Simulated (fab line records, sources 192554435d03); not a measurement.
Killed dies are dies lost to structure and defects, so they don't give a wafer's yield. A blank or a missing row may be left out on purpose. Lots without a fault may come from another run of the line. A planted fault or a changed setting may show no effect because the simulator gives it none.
Split-lot experiment | flow n5_finfet | 7 lots, 39 wafers read, on a route of 1938 steps

THE SPLIT
At N5_DUMMY_GATE_EXPOSE_12 (exposes mask GATE, target cd 25 nm), the setting dose_mj was moved away from the recipe's 34 on 12 of the 39 wafers read, by -4.2% to +7.3%. The other wafers ran this setting at the recipe's value.

FROM THE SPLIT TO THE READING: what the file shows between them, 8 steps
- N5_DUMMY_GATE_PEB_13: peb time 60 s
- N5_DUMMY_GATE_DEVELOP_14: develop time 30 s
- N5_DUMMY_GATE_CD_MEAS_15: target cd 25.8 nm
- N5_DUMMY_GATE_ETCH_37: etches SOC in N2/H2, target depth 60 nm, overetch 30 nm (also split here: source_w)
- N5_DUMMY_GATE_STRIP_38: strips in N2/H2
- N5_DUMMY_GATE_STRIP_39: strips in N2/H2
- N5_DUMMY_GATE_TRIM_49: chemistry O2, time 29 s, target cd 14 nm
- N5_DUMMY_GATE_STRIP_40: strips in CF4

THE READING
cd_nm, in nm, at N5_DUMMY_GATE_CD_MEAS_50 (target cd 14 nm). Fault-free wafers of this fab line usually give 14.05 nm, standard deviation 0.27 nm.

wafer  | tool, chamber at the split | dose_mj as run | against the recipe | cd_nm, nm | against lot-mates on the recipe
L075.4 | euv_scanner-01, 0          | 34             | recipe             | 14.09     | -
L075.5 | euv_scanner-01, 0          | 34             | recipe             | 14.46     | -
L075.6 | euv_scanner-01, 0          | 34             | recipe             | 13.81     | -
L077.1 | euv_scanner-01, 0          | 32.57          | -4.2%              | 15.14     | +0.96
L077.2 | euv_scanner-01, 0          | 34             | recipe             | 14.03     | -
L077.3 | euv_scanner-01, 0          | 34             | recipe             | 14.72     | -
L077.4 | euv_scanner-01, 0          | 32.57          | -4.2%              | 14.87     | +0.69
L077.5 | euv_scanner-01, 0          | 34             | recipe             | 13.79     | -
L077.6 | euv_scanner-01, 0          | 32.57          | -4.2%              | 15.17     | +0.99
L078.1 | euv_scanner-01, 0          | 34             | recipe             | 14.14     | -
L078.2 | euv_scanner-01, 0          | 34             | recipe             | 13.97     | -
L078.3 | euv_scanner-01, 0          | 34             | recipe             | 14.30     | -
L078.4 | euv_scanner-01, 0          | 34             | recipe             | 14.18     | -
L078.5 | euv_scanner-01, 0          | 34             | recipe             | 13.94     | -
L078.6 | euv_scanner-01, 0          | 34             | recipe             | 14.22     | -
L083.1 | euv_scanner-01, 0          | 34             | recipe             | 13.74     | -
L083.2 | euv_scanner-01, 0          | 34             | recipe             | 14.04     | -
L083.3 | euv_scanner-01, 0          | 34             | recipe             | 13.72     | -
L083.4 | euv_scanner-01, 0          | 34             | recipe             | 13.73     | -
L083.5 | euv_scanner-01, 0          | 34             | recipe             | 14.02     | -
L083.6 | euv_scanner-01, 0          | 34             | recipe             | 14.08     | -
L086.1 | euv_scanner-02, 0          | 34             | recipe             | 13.70     | -
L086.2 | euv_scanner-02, 0          | 34             | recipe             | 14.38     | -
L086.3 | euv_scanner-02, 0          | 33.12          | -2.6%              | 14.59     | +0.52
L086.4 | euv_scanner-02, 0          | 33.12          | -2.6%              | 15.06     | +0.99
L086.5 | euv_scanner-02, 0          | 34             | recipe             | 14.12     | -
L086.6 | euv_scanner-02, 0          | 33.12          | -2.6%              | 14.76     | +0.69
L091.1 | euv_scanner-02, 0          | 35.59          | +4.7%              | 13.11     | -1.00
L091.2 | euv_scanner-02, 0          | 35.59          | +4.7%              | 13.39     | -0.72
L091.3 | euv_scanner-02, 0          | 34             | recipe             | 14.21     | -
L091.4 | euv_scanner-02, 0          | 34             | recipe             | 13.92     | -
L091.5 | euv_scanner-02, 0          | 35.59          | +4.7%              | 13.68     | -0.43
L091.6 | euv_scanner-02, 0          | 34             | recipe             | 14.21     | -
L096.1 | euv_scanner-01, 0          | 34             | recipe             | 14.47     | -
L096.2 | euv_scanner-01, 0          | 36.48          | +7.3%              | 13.15     | -1.17
L096.3 | euv_scanner-01, 0          | 36.48          | +7.3%              | 12.67     | -1.65
L096.4 | euv_scanner-01, 0          | 34             | recipe             | 14.43     | -
L096.5 | euv_scanner-01, 0          | 36.48          | +7.3%              | 12.80     | -1.52
L096.6 | euv_scanner-01, 0          | 34             | recipe             | 14.06     | -

THE FIT
A straight line over all 39 wafers: cd_nm changes by -0.185 nm for each +1% of dose_mj; r = -0.89; the points scatter about the line by 0.26 nm.
The same after taking each lot's own level away (the mean of its wafers on the recipe; 39 wafers): -0.198 nm for each +1%; r = -0.92; scatter 0.23 nm.
On that fit, the largest move of dose_mj shifts the reading by 1.4 nm.
The lots' own levels span 13.888 to 14.320 nm, that is 1.6 times the standard deviation above.
So the lot-to-lot level changes the slope little: the two slopes agree.
Check: with one of the wafers moved furthest among these (+7.3%) left out of the fit, the line predicts -1.46 nm for it against its lot-mates. It came out at -1.17 nm against them.

OTHER SPLITS ON THESE WAFERS
These wafers also went through other splits before the reading. Each is held against what the fit with the lots' levels taken away leaves over:
other split on the same wafers    | wafers away from the commonest value | r with cd_nm (lot level and that fit taken away)
N5_WELL_APT_IMPLANT_32 energy_kev | 12                                   | -0.09
N5_DUMMY_GATE_ETCH_37 source_w    | 12                                   | -0.32

THE WHOLE CHAIN: every reading that the file lists as answering this split, in the file's order
step                     | what it does                             | reading                                                           | change (the file's fit)               | r (the file's)
N5_DUMMY_GATE_CD_MEAS_15 | target cd 25.8 nm                        | cd_nm                                                             | -0.173 nm for each +1% of the setting | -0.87
N5_DUMMY_GATE_TRIM_49    | chemistry O2, time 29 s, target cd 14 nm | DUMMY_GATE.cd_nm (the simulator's own value, which no gauge read) | -0.179 nm for each +1% of the setting | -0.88
N5_DUMMY_GATE_CD_MEAS_50 | target cd 14 nm                          | cd_nm                                                             | -0.196 nm for each +1% of the setting | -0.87

THE FILE'S OWN FIT
cd_nm changes by -0.196 nm for each +1% of dose_mj, r = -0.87.
